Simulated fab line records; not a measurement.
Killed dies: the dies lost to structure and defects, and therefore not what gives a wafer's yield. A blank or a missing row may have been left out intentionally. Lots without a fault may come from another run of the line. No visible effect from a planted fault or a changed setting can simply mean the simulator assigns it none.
Which tool was responsible? + flow n5Finfet + 72 wafers from 24 lots sampled at 4 of the route's 1938 steps

== WHAT THE GAUGES SHOWED, per wafer ==
N5_FIN_SAQP_CD_MEAS_31 targets a cd of 8 nm. Usual: cdNm 8.14 nm, standard deviation 0.21.
| lot  | measured    | on       | cdNm (nm)      | flag |
|------|-------------|----------|----------------|------|
| L074 | day 2 02:07 | cdSem-02 | 8.26 8.15 8.19 |      |
| L075 | day 2 09:40 | cdSem-01 | 8.16 8.17 7.98 |      |
| L076 | day 2 15:01 | cdSem-03 | 7.81 8.42 8.11 |      |
| L077 | day 2 21:29 | cdSem-02 | 8.13 8.29 7.83 |      |
| L078 | day 3 02:07 | cdSem-01 | 8.11 8.57 7.77 |      |
| L079 | day 3 09:25 | cdSem-03 | 8.06 7.74 7.83 |      |
| L080 | day 3 14:27 | cdSem-03 | 8.38 8.49 8.28 |      |
| L081 | day 3 20:50 | cdSem-01 | 8.08 8.39 8.08 |      |
| L082 | day 4 02:41 | cdSem-03 | 8.05 8.00 8.19 |      |
| L083 | day 4 08:26 | cdSem-01 | 8.11 7.95 8.27 |      |
| L084 | day 4 15:35 | cdSem-01 | 8.25 8.13 7.96 |      |
| L085 | day 4 21:18 | cdSem-01 | 8.10 7.89 8.37 |      |
| L086 | day 5 01:29 | cdSem-03 | 8.05 8.24 8.32 |      |
| L087 | day 5 10:12 | cdSem-02 | 8.26 8.35 8.06 |      |
| L088 | day 5 15:27 | cdSem-03 | 8.66 8.10 8.17 |      |
| L089 | day 5 21:33 | cdSem-01 | 8.27 8.26 7.86 |      |
| L090 | day 6 01:56 | cdSem-03 | 8.43 8.13 8.40 |      |
| L091 | day 6 07:46 | cdSem-03 | 7.81 7.91 8.10 |      |
| L092 | day 6 14:43 | cdSem-01 | 8.09 8.35 8.38 |      |
| L093 | day 6 20:07 | cdSem-02 | 8.41 8.29 7.85 |      |
| L094 | day 7 02:26 | cdSem-03 | 7.95 8.20 8.40 |      |
| L095 | day 7 08:38 | cdSem-02 | 8.15 8.14 8.36 |      |
| L096 | day 7 14:04 | cdSem-03 | 7.81 8.08 8.44 |      |
| L097 | day 7 19:05 | cdSem-03 | 8.14 8.07 8.33 |      |

N5_DUMMY_GATE_OVL_MEAS_16. Usual: GATE_OVL -0.1 nm, standard deviation 0.72.
| lot  | measured    | on         | GATE_OVL (nm)  | flag |
|------|-------------|------------|----------------|------|
| L074 | day 3 00:19 | overlay-01 | -1.0 -0.1 -0.6 |      |
| L075 | day 3 05:29 | overlay-02 | 0.0 -1.1 -1.0  |      |
| L076 | day 3 12:19 | overlay-01 | -0.7 -0.3 0.3  |      |
| L077 | day 3 18:54 | overlay-02 | -0.8 -0.8 -1.5 |      |
| L078 | day 3 21:40 | overlay-01 | 0.5 0.5 0.7    |      |
| L079 | day 4 05:23 | overlay-02 | 0.9 0.0 0.6    |      |
| L080 | day 4 09:47 | overlay-01 | 0.4 0.5 1.1    |      |
| L081 | day 4 16:38 | overlay-01 | 0.4 -0.9 -0.2  |      |
| L082 | day 5 00:06 | overlay-02 | -0.6 -0.3 -0.4 |      |
| L083 | day 5 04:40 | overlay-01 | 1.3 -0.4 0.7   |      |
| L084 | day 5 13:11 | overlay-02 | 0.1 0.0 -0.6   |      |
| L085 | day 5 18:21 | overlay-02 | -0.8 -0.1 -0.8 |      |
| L086 | day 5 21:47 | overlay-01 | -0.1 0.3 0.0   |      |
| L087 | day 6 06:08 | overlay-02 | 0.2 -0.2 1.0   |      |
| L088 | day 6 11:10 | overlay-01 | 0.7 1.1 0.1    |      |
| L089 | day 6 18:20 | overlay-01 | 0.3 0.5 0.9    |      |
| L090 | day 6 23:02 | overlay-01 | -0.5 0.6 0.9   |      |
| L091 | day 7 03:13 | overlay-01 | 0.1 0.1 -0.4   |      |
| L092 | day 7 10:47 | overlay-01 | -0.1 0.3 0.5   |      |
| L093 | day 7 16:05 | overlay-01 | 1.3 -1.0 -0.6  |      |
| L094 | day 7 22:07 | overlay-01 | 0.1 -1.2 -0.4  |      |
| L095 | day 8 04:08 | overlay-02 | -1.1 -0.5 -1.1 |      |
| L096 | day 8 09:27 | overlay-01 | 0.7 0.3 -0.7   |      |
| L097 | day 8 16:31 | overlay-01 | -1.0 -0.7 -1.4 |      |

== TOOL THAT RAN EACH LOT (tool first, then ch and the chambers of the sampled wafers, then the start) ==
| lot  | N5_FIN_SAQP_HM_OPEN_73           | N5_DUMMY_GATE_ALD_02            |
|------|----------------------------------|---------------------------------|
| L074 | rieDiel-03 ch 0,1,3, day 1 22:38 | aldSin-03 ch 0,2,3, day 2 14:04 |
| L075 | rieDiel-01 ch 1,2,3, day 2 05:37 | aldSin-04 ch 0,1, day 2 21:04   |
| L076 | rieDiel-04 ch 0,2,3, day 2 10:19 | aldSin-04 ch 0,3, day 3 03:52   |
| L077 | rieDiel-04 ch 2,3, day 2 17:49   | aldSin-03 ch 1,2, day 3 08:39   |
| L078 | rieDiel-01 ch 0,2,3, day 2 22:01 | aldSin-04 ch 0,1,2, day 3 13:14 |
| L079 | rieDiel-04 ch 1,3, day 3 05:08   | aldSin-03 ch 0,1, day 3 20:50   |
| L080 | rieDiel-03 ch 0,3, day 3 10:51   | aldSin-01 ch 0,2,3, day 4 01:22 |
| L081 | rieDiel-04 ch 0,2, day 3 16:23   | aldSin-04 ch 1,2,3, day 4 08:13 |
| L082 | rieDiel-04 ch 0,2,3, day 3 23:08 | aldSin-04 ch 0,2,3, day 4 13:36 |
| L083 | rieDiel-03 ch 0,1,2, day 4 04:44 | aldSin-04 ch 1,3, day 4 20:14   |
| L084 | rieDiel-03 ch 2,3, day 4 11:04   | aldSin-04 ch 2,3, day 5 04:44   |
| L085 | rieDiel-04 ch 0,2,3, day 4 16:23 | aldSin-04 ch 0,1,2, day 5 09:56 |
| L086 | rieDiel-04 ch 0,1,3, day 4 21:57 | aldSin-03 ch 1,2,3, day 5 13:20 |
| L087 | rieDiel-01 ch 0,3, day 5 05:44   | aldSin-04 ch 0,1,2, day 5 21:35 |
| L088 | rieDiel-03 ch 1,3, day 5 10:38   | aldSin-03 ch 0,2, day 6 02:16   |
| L089 | rieDiel-04 ch 0,2,3, day 5 16:34 | aldSin-01 ch 0,2,3, day 6 09:47 |
| L090 | rieDiel-04 ch 1,2,3, day 5 22:08 | aldSin-04 ch 0,1,2, day 6 14:29 |
| L091 | rieDiel-04 ch 0,1,3, day 6 04:16 | aldSin-03 ch 0,1,2, day 6 18:46 |
| L092 | rieDiel-04 ch 0,1,2, day 6 10:05 | aldSin-03 ch 0,2,3, day 7 01:58 |
| L093 | rieDiel-04 ch 0,1,2, day 6 16:05 | aldSin-01 ch 0,1,3, day 7 07:18 |
| L094 | rieDiel-04 ch 0,1,2, day 6 21:53 | aldSin-03 ch 0,1,3, day 7 13:43 |
| L095 | rieDiel-01 ch 1,2,3, day 7 04:11 | aldSin-04 ch 0,1, day 7 19:35   |
| L096 | rieDiel-03 ch 1,2, day 7 10:38   | aldSin-03 ch 1,2,3, day 8 00:55 |
| L097 | rieDiel-01 ch 0,3, day 7 15:38   | aldSin-04 ch 0,2,3, day 8 07:58 |
- N5_FIN_SAQP_HM_OPEN_73: chemistry CHF3/O2, target SiO2, stops on a-Si, target depth 12 nm, time 16.8 s.
- N5_DUMMY_GATE_ALD_02: deposits SiO2, target thk 2 nm, pulse time 1 s.

== AS READ BY THE TOOLS THEMSELVES (means over the sampled wafers that have a number; for cases with no such wafer, the mark the record gives instead) ==
N5_FIN_SAQP_HM_OPEN_73. Usual: biasW 170.0 W (standard deviation 0.56); drypumpMotorCurrentA 5.6 A (standard deviation 0.44); oes_o_777_au 0.79 a.u. (standard deviation 0.088); oesProductAu 0.48 a.u. (standard deviation 0.056); rfVppV 521 V (standard deviation 9.7); showerheadPlenumPTorr 2.40 Torr (standard deviation 0.081); throttleValvePct 18.87 % (standard deviation 0.26).
| lot  | tool       | biasW (W) | drypumpMotorCurrentA (A) | oes_o_777_au (a.u.) | oesProductAu (a.u.) | rfVppV (V) | showerheadPlenumPTorr (Torr) | throttleValvePct (%) | flag |
|------|------------|-----------|--------------------------|---------------------|---------------------|------------|------------------------------|----------------------|------|
| L074 | rieDiel-03 | 170.1     | 5.4                      | 0.79                | 0.47                | 523        | 2.39                         | 18.71                |      |
| L075 | rieDiel-01 | 170.0     | 5.4                      | 0.72                | 0.43                | 524        | 2.42                         | 18.93                |      |
| L076 | rieDiel-04 | 170.0     | 5.4                      | 0.76                | 0.45                | 518        | 2.38                         | 18.91                |      |
| L077 | rieDiel-04 | 170.4     | 5.7                      | 0.75                | 0.46                | 511        | 2.34                         | 18.90                |      |
| L078 | rieDiel-01 | 170.0     | 5.5                      | 0.70                | 0.42                | 525        | 2.39                         | 19.01                |      |
| L079 | rieDiel-04 | 170.3     | 6.3                      | 0.86                | 0.52                | 523        | 2.35                         | 19.06                |      |
| L080 | rieDiel-03 | 170.1     | 5.4                      | 0.83                | 0.49                | 522        | 2.47                         | 18.61                |      |
| L081 | rieDiel-04 | 170.5     | 5.2                      | 0.76                | 0.45                | 523        | 2.41                         | 18.93                |      |
| L082 | rieDiel-04 | 170.2     | 5.5                      | 0.75                | 0.46                | 517        | 2.37                         | 18.92                |      |
| L083 | rieDiel-03 | 169.5     | 5.4                      | 0.86                | 0.51                | 526        | 2.42                         | 18.70                |      |
| L084 | rieDiel-03 | 169.7     | 5.6                      | 0.80                | 0.48                | 515        | 2.40                         | 18.76                |      |
| L085 | rieDiel-04 | 170.3     | 5.5                      | 0.75                | 0.45                | 517        | 2.37                         | 18.93                |      |
| L086 | rieDiel-04 | 170.2     | 5.8                      | 0.78                | 0.46                | 520        | 2.34                         | 19.13                |      |
| L087 | rieDiel-01 | 170.1     | 5.3                      | 0.78                | 0.47                | 526        | 2.42                         | 18.93                |      |
| L088 | rieDiel-03 | 170.8     | 5.4                      | 0.90                | 0.53                | 519        | 2.56                         | 18.50                |      |
| L089 | rieDiel-04 | 170.2     | 5.5                      | 0.74                | 0.45                | 517        | 2.37                         | 18.96                |      |
| L090 | rieDiel-04 | 169.9     | 5.9                      | 0.80                | 0.49                | 520        | 2.36                         | 18.91                |      |
| L091 | rieDiel-04 | 170.6     | 5.8                      | 0.76                | 0.45                | 519        | 2.34                         | 19.15                |      |
| L092 | rieDiel-04 | 169.7     | 5.7                      | 0.80                | 0.48                | 525        | 2.40                         | 18.93                |      |
| L093 | rieDiel-04 | 169.5     | 5.7                      | 0.80                | 0.48                | 525        | 2.40                         | 18.93                |      |
| L094 | rieDiel-04 | 170.2     | 5.7                      | 0.79                | 0.47                | 525        | 2.40                         | 18.93                |      |
| L095 | rieDiel-01 | 169.2     | 5.3                      | 0.77                | 0.47                | 516        | 2.41                         | 18.85                |      |
| L096 | rieDiel-03 | 170.4     | 5.4                      | 0.87                | 0.51                | 521        | 2.49                         | 18.63                |      |
| L097 | rieDiel-01 | 170.4     | 5.1                      | 0.91                | 0.55                | 523        | 2.43                         | 18.64                |      |

N5_DUMMY_GATE_ALD_02. Usual: heaterPowerW 478 W, standard deviation 31; precursorPulseHeightRel 1.000, standard deviation 0.019.
| lot  | tool      | heaterPowerW (W) | precursorPulseHeightRel | flag |
|------|-----------|------------------|-------------------------|------|
| L074 | aldSin-03 | 486              | 1.020                   |      |
| L075 | aldSin-04 | 478              | 0.993                   |      |
| L076 | aldSin-04 | 506              | 0.989                   |      |
| L077 | aldSin-03 | 441              | 1.004                   |      |
| L078 | aldSin-04 | 473              | 1.005                   |      |
| L079 | aldSin-03 | 465              | 1.003                   |      |
| L080 | aldSin-01 | 471              | 0.995                   |      |
| L081 | aldSin-04 | 484              | 1.001                   |      |
| L082 | aldSin-04 | 487              | 1.002                   |      |
| L083 | aldSin-04 | 487              | 1.002                   |      |
| L084 | aldSin-04 | 475              | 1.017                   |      |
| L085 | aldSin-04 | 471              | 1.011                   |      |
| L086 | aldSin-03 | 449              | 0.992                   |      |
| L087 | aldSin-04 | 477              | 0.984                   |      |
| L088 | aldSin-03 | 492              | 1.018                   |      |
| L089 | aldSin-01 | 461              | 1.005                   |      |
| L090 | aldSin-04 | 474              | 1.019                   |      |
| L091 | aldSin-03 | 481              | 1.005                   |      |
| L092 | aldSin-03 | 490              | 1.011                   |      |
| L093 | aldSin-01 | 478              | 1.007                   |      |
| L094 | aldSin-03 | 462              | 0.992                   |      |
| L095 | aldSin-04 | 489              | 1.023                   |      |
| L096 | aldSin-03 | 462              | 1.009                   |      |
| L097 | aldSin-04 | 485              | 0.998                   |      |

== THE ANSWER, worked out from the rows above alone ==
Rule: take the mean of a lot's wafers that have a number; if it is more than 3 standard deviations from the usual mean, the lot is off. Also off: a lot with no number at a reading for which 4 or more lots have one. Where the step has rows for the other lots, those lots are counted as sound. First the gauges in route order, then the tools' own readings, where a lot's mean is used as printed above. At the first step where some lot is off, the reading lying furthest off is the one used; lots without a number count as furthest.
No lot is off on any of the readings shown, so nothing can be concluded from this.

== WHAT THE SIMULATOR HAD INSERTED ==
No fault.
